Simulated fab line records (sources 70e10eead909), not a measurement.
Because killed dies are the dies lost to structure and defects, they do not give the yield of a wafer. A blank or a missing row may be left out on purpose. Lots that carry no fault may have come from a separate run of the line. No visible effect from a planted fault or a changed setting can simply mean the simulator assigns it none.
A lot that was struck, set against a sound lot || flow nand-harc || 13 steps out of a route of 1302
Sound: the wafers L577.1, L577.3, L577.6. The struck wafers were L576.1, L576.5, L576.6. The cause comes at the end.
Each step with rows lists, per side, the tool, then ch with its chambers, then its first start. Under that, the readings that differ: sound wafers || struck wafers || difference of the means || sigmas: that difference in standard deviations of wafers without a fault.
alike: words and numbers the same on both sides, and readings whose means are apart by under 2 such deviations; not compared: readings that were withheld, readings missing a value for some wafer, numbers with overlapping values and no deviation given by the record, and bounds like >300 which may hide the same value.
A row with sigmas, a row that says differs or no value, or rows on one side alone: a step with any of these is where the two part. Numbers that don't overlap but have no deviation are shown without sigmas and don't part them. Lack of a reading on every wafer of one side parts them only where that side has two or more wafers.

first, 1 step without rows for these wafers: NHARC_P_CONTACT_SRD_26.
NHARC_P_CONTACT_INSPECT_27:
  struck on defect-inspect-02, day 13 23:23; sound on defect-inspect-01, day 14 10:14
  alike: raw-defect-count
then, 9 steps without rows for these wafers: NHARC_P_M0_DEP_00 (deposits SiOC, target thk 150 nm); NHARC_P_M0_DEHYDRATE_01 (time 120 s); NHARC_P_M0_HMDS_02 (time 30 s); NHARC_P_M0_COAT_33 (time 65 s); NHARC_P_M0_COAT_03 (resist thk 90 nm); NHARC_P_M0_SOFTBAKE_04 (time 55 s); NHARC_P_M0_EBR_05; NHARC_P_M0_EXPOSE_06 (exposes mask P M0, target cd 90 nm); NHARC_P_M0_PEB_07 (peb time 65 s).
NHARC_P_M0_DEVELOP_08: develop time 35 s.
  struck on litho-track-04, day 14 00:00; sound on litho-track-06 ch 0, day 14 11:00
  no value came back on the struck wafers for chill-plate-temp-C (C), develop-time-s (s); on the sound wafers chill-plate-temp-C (C) reads 23.18 23.02 23.18
NHARC_P_M0_CD_MEAS_09 targets a cd of 90 nm.
  sound on cd-sem-01 ch 0, day 14 11:08; struck on cd-sem-01 ch 0, day 14 00:10
{"reading": "cd-nm (nm)", "sound": "90.5 90.5 89.9", "struck": "- - -", "difference": "no value on the struck wafers", "sigmas": ""}

## WHERE THEY PART
At NHARC_P_M0_DEVELOP_08 first; at NHARC_P_M0_CD_MEAS_09 last (within this record only).

WHY: what had been put in by the simulator
Whole step skipped at NHARC_P_M0_DEVELOP_08 on litho-track-04, starting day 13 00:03. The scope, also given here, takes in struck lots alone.
